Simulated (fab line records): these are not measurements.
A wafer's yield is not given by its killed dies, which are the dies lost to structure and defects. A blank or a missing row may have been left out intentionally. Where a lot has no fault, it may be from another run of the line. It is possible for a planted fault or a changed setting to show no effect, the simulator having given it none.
Check of tool commonality	flow nand harc	Sampled: 11 lots, 33 wafers

== THE REASON FOR OPENING IT ==
At NHARC_A_CHANNEL_HOLE_D2_INSPECT_40 the reading raw defect count is flagged on 3 of 11 lots. No-fault wafers: 291, standard deviation 84.
Rule: a lot gets a flag if all its wafers with a number sit over 4 standard deviations from that mean, or if no wafer of it has a number. As for the other lots, they are considered sound.

lot	measured	on	raw defect count, wafer by wafer	flag
L669	day 13 23:55	defect inspect-02	339 428 346	
L670	day 14 08:24	defect inspect-02	238 341 249	
L672	day 15 03:18	defect inspect-02	305 322 304	
L679	day 17 23:16	defect inspect-01	829 786 860	FLAGGED
L680	day 18 07:18	defect inspect-02	903 932 948	FLAGGED
L681	day 19 00:20	defect inspect-02	947 934 833	FLAGGED
L683	day 19 08:14	defect inspect-02	240 216 204	
L685	day 20 13:13	defect inspect-02	197 253 220	
L689	day 22 15:29	defect inspect-02	389 299 307	
L691	day 22 15:58	defect inspect-01	410 427 350	
L690	day 23 03:26	defect inspect-02	229 260 234	
Average over the flagged lots: 886; offset from the usual +595, equal to +7 standard deviations.

== WHICH TOOL EACH LOT WENT THROUGH ==
Before the reading, the record contains 3 process steps out of a 1302-step route. Cell contents, in order: the tool; ch with the chambers the sampled wafers went through; the start.
lot	flag	NHARC_A_CHANNEL_HOLE_D2_ETCH_39	NHARC_A_CHANNEL_HOLE_D2_ETCH_22	NHARC_A_CHANNEL_HOLE_D2_ETCH_24
L669		rie diel-02 ch 0,1,2, day 13 10:42	har etch-02 ch 0, day 13 15:46	har etch-02 ch 0, day 13 18:17
L670		rie diel-04 ch 1,3, day 13 21:09	har etch-02 ch 0, day 14 00:16	har etch-02 ch 0, day 14 02:47
L672		rie diel-04 ch 0,2,3, day 14 15:53	har etch-02 ch 1, day 14 19:07	har etch-02 ch 1, day 14 21:38
L679	FLAGGED	rie diel-04 ch 2,3, day 17 16:32	har etch-01 ch 0,1, day 17 18:23	har etch-01 ch 0,1, day 17 19:38
L680	FLAGGED	rie diel-04 ch 0,1,3, day 18 00:38	har etch-01 ch 0, day 18 02:33	har etch-01 ch 0, day 18 03:52
L681	FLAGGED	rie diel-04 ch 0,2,3, day 18 17:22	har etch-01 ch 0,1, day 18 19:30	har etch-01 ch 0,1, day 18 20:45
L683		rie diel-02 ch 1,2,3, day 18 20:25	har etch-02 ch 0,1, day 19 03:23	har etch-02 ch 0,1, day 19 04:40
L685		rie diel-02 ch 1,2,3, day 20 06:31	har etch-01 ch 0,1, day 20 08:28	har etch-01 ch 0,1, day 20 09:46
L689		rie diel-10 ch 1,2,3, day 22 07:46	har etch-02 ch 0,1, day 22 10:40	har etch-02 ch 0,1, day 22 11:55
L691		rie diel-02 ch 2,3, day 22 07:55	har etch-01 ch 0,1, day 22 11:13	har etch-01 ch 0,1, day 22 12:31
L690		rie diel-04 ch 0,2,3, day 22 20:46	har etch-01 ch 1, day 22 22:36	har etch-01 ch 1, day 22 23:52
What is done by these steps:
- NHARC_A_CHANNEL_HOLE_D2_ETCH_39: etches the open film in N2/H2, target depth 260 nm, time 325 s.
- NHARC_A_CHANNEL_HOLE_D2_ETCH_22: etches the open film in C4F8/O2/Ar, time 666.7 s, target depth 1600 nm.
- NHARC_A_CHANNEL_HOLE_D2_ETCH_24: etches the open film in C4F8/O2/Ar, time 906.2 s, target depth 1500 nm.
- NHARC_A_CHANNEL_HOLE_D2_INSPECT_40

== FLAGGED OVER TOTAL, TOOL BY TOOL (the gauges that took the reading come last) ==
step	tool	lots run	flagged	share of the flagged lots	sound lots run after its first flagged lot
NHARC_A_CHANNEL_HOLE_D2_ETCH_39	rie diel-02	4	0	none	-
NHARC_A_CHANNEL_HOLE_D2_ETCH_39	rie diel-04	6	3	all	1 (L690)
NHARC_A_CHANNEL_HOLE_D2_ETCH_39	rie diel-10	1	0	none	-
NHARC_A_CHANNEL_HOLE_D2_ETCH_22	har etch-01	6	3	all	3 (L685,L691,L690)
NHARC_A_CHANNEL_HOLE_D2_ETCH_22	har etch-02	5	0	none	-
NHARC_A_CHANNEL_HOLE_D2_ETCH_24	har etch-01	6	3	all	3 (L685,L691,L690)
NHARC_A_CHANNEL_HOLE_D2_ETCH_24	har etch-02	5	0	none	-
NHARC_A_CHANNEL_HOLE_D2_INSPECT_40	defect inspect-01	2	1	some	1 (L691)
NHARC_A_CHANNEL_HOLE_D2_INSPECT_40	defect inspect-02	9	2	some	4 (L683,L685,L689,L690)

== THE TABLE: WHAT IT ALLOWS ==
All flagged lots were run by 3 table rows, namely rie diel-04 at NHARC_A_CHANNEL_HOLE_D2_ETCH_39, har etch-01 at NHARC_A_CHANNEL_HOLE_D2_ETCH_22, har etch-01 at NHARC_A_CHANNEL_HOLE_D2_ETCH_24.
- rie diel-04 at NHARC_A_CHANNEL_HOLE_D2_ETCH_39 ran 6 lots, 3 of them flagged. Sound lots ran on it after the first flagged one (L690), which a lasting fault on the whole tool wouldn't allow.
- har etch-01 at NHARC_A_CHANNEL_HOLE_D2_ETCH_22 ran 6 lots, 3 of them flagged. Sound lots ran on it after the first flagged one (L685, L691, L690), which a lasting fault on the whole tool wouldn't allow.
- har etch-01 at NHARC_A_CHANNEL_HOLE_D2_ETCH_24 ran 6 lots, 3 of them flagged. Sound lots ran on it after the first flagged one (L685, L691, L690), which a lasting fault on the whole tool wouldn't allow.
No row of the table ran every flagged lot and no sound lot after the first.

== WHAT THE SIMULATOR HAD INSERTED ==
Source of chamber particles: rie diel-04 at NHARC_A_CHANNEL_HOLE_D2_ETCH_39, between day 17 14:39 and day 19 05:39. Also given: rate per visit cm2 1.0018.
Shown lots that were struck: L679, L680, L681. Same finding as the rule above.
